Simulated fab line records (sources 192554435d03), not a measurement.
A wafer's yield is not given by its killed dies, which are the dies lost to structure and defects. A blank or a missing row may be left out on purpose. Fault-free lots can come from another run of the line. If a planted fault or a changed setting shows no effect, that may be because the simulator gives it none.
Which of the tools did it?	flow n5_finfet	24 lots, 72 wafers sampled, at 2 steps of a route of 1938

== WHAT THE GAUGES SHOWED, per wafer ==
N5_BEOL_M8_CD_MEAS_35 targets a cd of 40 nm.
lot	measured	on	cd_nm (nm)
L074	day 10 06:18	cd_sem-02	40.1 40.8 39.9
L075	day 10 12:58	cd_sem-02	39.9 39.9 40.2
L076	day 10 13:04	cd_sem-01	40.9 40.6 40.8
L077	day 10 13:17	cd_sem-03	40.8 40.6 40.6
L080	day 10 19:29	cd_sem-01	38.9 39.1 39.4
L078	day 10 19:31	cd_sem-03	39.2 40.1 39.8
L079	day 10 19:52	cd_sem-01	39.6 39.6 40.0
L081	day 11 22:05	cd_sem-03	40.1 39.4 41.1
L084	day 11 22:20	cd_sem-02	39.1 40.1 38.7
L083	day 11 22:51	cd_sem-02	39.9 38.6 39.7
L082	day 12 00:44	cd_sem-03	39.8 39.6 39.9
L086	day 13 02:14	cd_sem-03	40.1 40.2 41.3
L088	day 13 07:51	cd_sem-02	39.5 39.3 38.6
L085	day 13 09:56	cd_sem-01	39.1 38.9 38.9
L087	day 13 11:07	cd_sem-01	39.3 40.5 39.4
L090	day 13 12:52	cd_sem-03	39.8 39.4 40.2
L092	day 13 23:55	cd_sem-01	39.3 40.9 40.1
L089	day 14 01:31	cd_sem-01	40.5 40.2 39.6
L091	day 14 08:18	cd_sem-01	38.8 38.4 38.6
L093	day 15 00:55	cd_sem-03	40.3 40.1 40.5
L095	day 15 01:06	cd_sem-02	40.8 40.3 40.0
L094	day 15 01:22	cd_sem-01	40.2 41.1 40.4
L096	day 15 15:53	cd_sem-02	38.4 39.5 39.0
L097	day 16 12:11	cd_sem-02	39.2 39.5 39.5

== WHICH TOOL RAN EACH LOT (tool, then ch and the chambers of the sampled wafers, then the start) ==
lot	N5_BEOL_M8_ETCH_65
L074	rie_diel-01 ch 0,2, day 10 05:35
L075	rie_diel-06 ch 1,2, day 10 12:26
L076	rie_diel-01 ch 0,2,3, day 10 12:31
L077	rie_diel-05 ch 1,3, day 10 12:44
L080	rie_diel-01 ch 0,1,2, day 10 18:56
L078	rie_diel-05 ch 0,1,3, day 10 18:59
L079	rie_diel-01 ch 0,2, day 10 19:20
L081	rie_diel-06 ch 0,1,2, day 11 21:33
L084	rie_diel-01 ch 0,2,3, day 11 21:49
L083	rie_diel-01 ch 0,1,3, day 11 22:19
L082	rie_diel-05 ch 0,3, day 12 00:13
L086	rie_diel-01 ch 0,2,3, day 13 01:42
L088	rie_diel-05 ch 1,2, day 13 07:19
L085	rie_diel-05 ch 1,2, day 13 09:24
L087	rie_diel-01 ch 0,2,3, day 13 10:35
L090	rie_diel-06 ch 0,1,3, day 13 12:20
L092	rie_diel-05 ch 0,2, day 13 23:23
L089	rie_diel-05 ch 0,1,2, day 14 00:59
L091	rie_diel-06 ch 0,2, day 14 07:46
L093	rie_diel-01 ch 0,2, day 15 00:23
L095	rie_diel-06 ch 1,2, day 15 00:34
L094	rie_diel-05 ch 0,1, day 15 00:49
L096	rie_diel-05 ch 2,3, day 15 15:22
L097	rie_diel-06 ch 2,3, day 16 11:38
- N5_BEOL_M8_ETCH_65: etches SiARC in CF4, target depth 15.6 nm, time 26 s.

== AS READ BY THE TOOLS THEMSELVES (means over the sampled wafers that have a number; for cases with no such wafer, the mark the record gives instead) ==
N5_BEOL_M8_ETCH_65.
lot	tool	drypump_motor_current_A (A)	etch_rf_on_time_s (s)	oes_product_au (a.u.)	rf_vpp_V (V)	showerhead_plenum_p_Torr (Torr)	throttle_valve_pct (%)
L074	rie_diel-01	6.5	26.1	0.69	184.3	2.18	15.45
L075	rie_diel-06	5.5	26.5	0.73	183.4	2.11	15.27
L076	rie_diel-01	6.3	25.6	0.75	184.6	2.19	15.32
L077	rie_diel-05	6.2	25.6	0.67	184.4	2.06	15.70
L080	rie_diel-01	6.1	25.8	0.68	184.8	2.17	15.54
L078	rie_diel-05	6.0	26.4	0.62	182.2	2.10	15.75
L079	rie_diel-01	6.5	26.3	0.68	184.1	2.18	15.44
L081	rie_diel-06	5.8	26.5	0.68	184.0	2.10	15.46
L084	rie_diel-01	6.3	25.2	0.74	183.7	2.19	15.35
L083	rie_diel-01	5.8	25.6	0.73	184.3	2.18	15.42
L082	rie_diel-05	5.8	26.7	0.57	183.8	2.13	15.81
L086	rie_diel-01	6.3	25.8	0.72	184.5	2.19	15.37
L088	rie_diel-05	5.7	25.8	0.66	184.5	2.12	15.65
L085	rie_diel-05	5.7	26.3	0.65	183.9	2.12	15.67
L087	rie_diel-01	6.3	25.9	0.72	184.6	2.18	15.37
L090	rie_diel-06	5.7	26.3	0.65	183.0	2.08	15.57
L092	rie_diel-05	5.5	25.9	0.69	184.9	2.15	15.54
L089	rie_diel-05	5.6	25.5	0.71	183.7	2.13	15.54
L091	rie_diel-06	5.7	26.5	0.64	183.1	2.05	15.54
L093	rie_diel-01	6.5	25.8	0.66	184.3	2.16	15.52
L095	rie_diel-06	5.6	26.7	0.70	184.3	2.13	15.31
L094	rie_diel-05	5.5	25.1	0.75	184.4	2.14	15.44
L096	rie_diel-05	6.3	25.4	0.78	185.2	2.23	15.49
L097	rie_diel-06	5.1	26.3	0.63	183.5	2.05	15.47

== THE ANSWER, worked out from the rows above alone ==
Rule: the usual values come from the lots themselves. Put in order of their means at a reading, lots are off if they are a third of the lots or fewer, leave a main group of 4 or more, and stand apart from it by a gap of 3 or more times the standard deviation of the main group's means; of several such gaps the widest counts. If all means in a main group match to the digits the tables above print for the reading, that group is not used. A lot without any number at a reading at which 4 lots or more have one is off too. Where the step has rows for the other lots, those lots are counted as sound. Order of review: gauges by route order, followed by the tools' own readings, for which a lot's mean as printed above is used. The first step at which some lot is off is used, and at that step the reading that is off furthest; a lot without a number counts as furthest.
Nothing can be told from this: no lot is off at any reading shown.

== WHAT THE SIMULATOR PUT IN ==
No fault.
